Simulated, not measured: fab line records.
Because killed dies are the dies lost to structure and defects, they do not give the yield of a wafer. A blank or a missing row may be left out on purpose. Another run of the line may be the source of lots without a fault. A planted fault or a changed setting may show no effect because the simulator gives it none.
Matching of chambers | flow nand-harc | NHARC_A_CONTACT_ETCH_88 on rie-diel-08: 4 sister chambers
The step etches the open film in CF4, target depth 39 nm, time 65 s. 18 wafers are shown with their chamber, then 9 later ones without.

## WAFERS, EACH WITH ITS CHAMBER
wafer  | chamber | showerhead-plenum-p-Torr (Torr) | drypump-motor-current-A (A) | rf-vpp-V (V)
L074.1 | 3       | 1.76                            | 5.2                         | 150.9
L074.3 | 2       | 1.68                            | 5.2                         | 149.6
L074.5 | 0       | 1.67                            | 5.4                         | 150.3
L076.1 | 1       | 1.89                            | 6.0                         | 154.3
L076.4 | 2       | 1.68                            | 5.2                         | 150.6
L076.5 | 0       | 1.67                            | 5.4                         | 149.5
L079.1 | 0       | 1.67                            | 5.4                         | 148.0
L079.2 | 1       | 1.89                            | 6.0                         | 151.6
L079.6 | 0       | 1.67                            | 5.4                         | 149.4
L078.3 | 3       | 1.76                            | 5.2                         | 151.6
L078.5 | 1       | 1.89                            | 6.0                         | 151.8
L078.6 | 0       | 1.67                            | 5.4                         | 149.5
L080.3 | 0       | 1.67                            | 5.4                         | 149.2
L080.5 | 0       | 1.67                            | 5.4                         | 149.4
L080.6 | 3       | 1.76                            | 5.2                         | 150.1
L085.2 | 2       | 1.67                            | 5.3                         | 149.9
L085.4 | 1       | 1.89                            | 6.0                         | 151.7
L085.6 | 0       | 1.67                            | 5.4                         | 149.4

SIGNATURES (averages over the wafers above)
reading                  | chamber 0 | chamber 1 | chamber 2 | chamber 3 | scatter within a chamber
showerhead-plenum-p-Torr | 1.6700    | 1.8900    | 1.6767    | 1.7600    | 0.00218
drypump-motor-current-A  | 5.400     | 6.000     | 5.233     | 5.200     | 0.0218
rf-vpp-V                 | 149.338   | 152.350   | 150.033   | 150.867   | 0.826
Rule: for a wafer and a chamber, the distance is found by dividing, reading by reading, the gap between the wafer's reading and the chamber's mean by the reading's scatter, squaring, summing and taking the root. If the next closest chamber is less than 2 further off than the closest, the wafer can't be placed; otherwise it belongs to the closest. The scatter: take each reading less its chamber's mean, square it, sum over the shown wafers, divide by the number of wafers less the number of chambers, and take the root.

## WAFERS MISSING THEIR CHAMBER
wafer  | showerhead-plenum-p-Torr (Torr) | drypump-motor-current-A (A) | rf-vpp-V (V)
L086.1 | 1.88                            | 6.1                         | 153.0
L086.2 | 1.67                            | 5.4                         | 149.9
L086.4 | 1.75                            | 5.2                         | 150.0
L095.1 | 1.66                            | 5.4                         | 150.0
L095.2 | 1.74                            | 5.2                         | 151.5
L095.3 | 1.88                            | 6.0                         | 151.3
L096.1 | 1.88                            | 6.0                         | 152.1
L096.2 | 1.74                            | 5.2                         | 151.0
L096.5 | 1.66                            | 5.4                         | 149.9

## WHICH CHAMBER EACH WENT THROUGH
wafer  | from the rows above | in truth
L086.1 | 1                   | 1
L086.2 | 0                   | 0
L086.4 | 3                   | 3
L095.1 | 0                   | 0
L095.2 | 3                   | 3
L095.3 | 1                   | 1
L096.1 | 1                   | 1
L096.2 | 3                   | 3
L096.5 | 0                   | 0
Placed correctly: 9 of 9. Not placeable from these rows: 0. Number placed wrongly: 0.
